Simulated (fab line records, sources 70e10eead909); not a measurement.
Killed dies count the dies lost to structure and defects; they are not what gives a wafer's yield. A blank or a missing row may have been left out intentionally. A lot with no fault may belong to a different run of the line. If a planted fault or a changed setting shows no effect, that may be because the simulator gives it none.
Matching of chambers    flow nand-harc    NHARC_P_M0_DESCUM_14 on rie-diel-09 has 4 sister chambers
The step chemistry O2, time 3 s. 4 wafers are shown with their chamber, then 12 later ones without.

## EACH WAFER AND ITS CHAMBER
wafer   chamber  drypump-motor-current-A (A)
L089.3  1        6.5
L090.1  0        6.4
L091.3  3        5.4
L091.5  2        5.1

## WAFERS WITHOUT THEIR CHAMBER
wafer   drypump-motor-current-A (A)
L092.4  5.4
L092.5  6.4
L092.6  6.5
L095.1  6.4
L095.2  5.5
L095.6  5.4
L096.2  6.3
L096.5  6.5
L096.6  6.4
L097.1  6.4
L097.2  5.4
L097.5  6.6

## CHAMBER TAKEN BY EACH
wafer   from the rows above      in truth
L092.4  3                        3
L092.5  can't be placed: 0 or 1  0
L092.6  can't be placed: 1 or 0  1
L095.1  can't be placed: 0 or 1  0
L095.2  3                        3
L095.6  3                        3
L096.2  can't be placed: 0 or 1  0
L096.5  can't be placed: 1 or 0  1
L096.6  can't be placed: 0 or 1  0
L097.1  can't be placed: 0 or 1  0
L097.2  3                        3
L097.5  can't be placed: 1 or 0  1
Placed correctly: 4 of 12. From these rows, 8 cannot be placed; in 8 the true chamber is one of the candidates. Wrongly placed: 0.
How it was worked out, from the rows above alone: a wafer's distance from a chamber is the root of the sum, over the readings, of the square of ((its reading less the chamber's mean) divided by the reading's scatter). If the next closest chamber is less than 2 further off than the closest, the wafer can't be placed; otherwise it belongs to the closest. Each chamber's mean is taken over the wafers shown for it. The scatter: with one shown wafer a chamber, the root of the mean of the squares of how far each hidden wafer lies from its nearest shown one.
